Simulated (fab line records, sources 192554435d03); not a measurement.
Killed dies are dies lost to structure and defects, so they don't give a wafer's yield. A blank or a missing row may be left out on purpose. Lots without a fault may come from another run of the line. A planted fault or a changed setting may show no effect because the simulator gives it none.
Chamber matching | flow n5_finfet | N5_BEOL_M7_DESCUM_16 on rie_diel-06: 4 sister chambers
The step chemistry O2, time 7.9 s. 4 wafers are shown with their chamber, then 8 later ones without.

WAFERS WITH THEIR CHAMBER
wafer  | chamber | drypump_motor_current_A (A)
L089.2 | 1       | 4.9
L090.3 | 3       | 5.1
L090.6 | 2       | 6.6
L091.2 | 0       | 6.3

WAFERS WITHOUT THEIR CHAMBER
wafer  | drypump_motor_current_A (A)
L091.5 | 6.3
L091.6 | 4.9
L092.1 | 6.2
L092.5 | 6.6
L092.6 | 5.0
L094.2 | 6.6
L094.5 | 6.3
L094.6 | 6.6

WHICH CHAMBER EACH WENT THROUGH
wafer  | from the rows above     | in truth
L091.5 | 0                       | 0
L091.6 | 1                       | 1
L092.1 | 0                       | 0
L092.5 | 2                       | 2
L092.6 | can't be placed: 1 or 3 | 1
L094.2 | 2                       | 2
L094.5 | 0                       | 0
L094.6 | 2                       | 2
Placed correctly: 7 of 8. Can't be placed from these rows: 1 (the true chamber is among the candidates in 1). Placed wrongly: 0.
How it was worked out, from the rows above alone: a wafer's distance from a chamber is the root of the sum, over the readings, of the square of ((its reading less the chamber's mean) divided by the reading's scatter). The wafer belongs to the nearest chamber; if the next one is less than 2 further off, it can't be placed. A chamber's mean is the mean of its shown wafers. The scatter: with one shown wafer a chamber, the root of the mean of the squares of how far each hidden wafer lies from its nearest shown one.
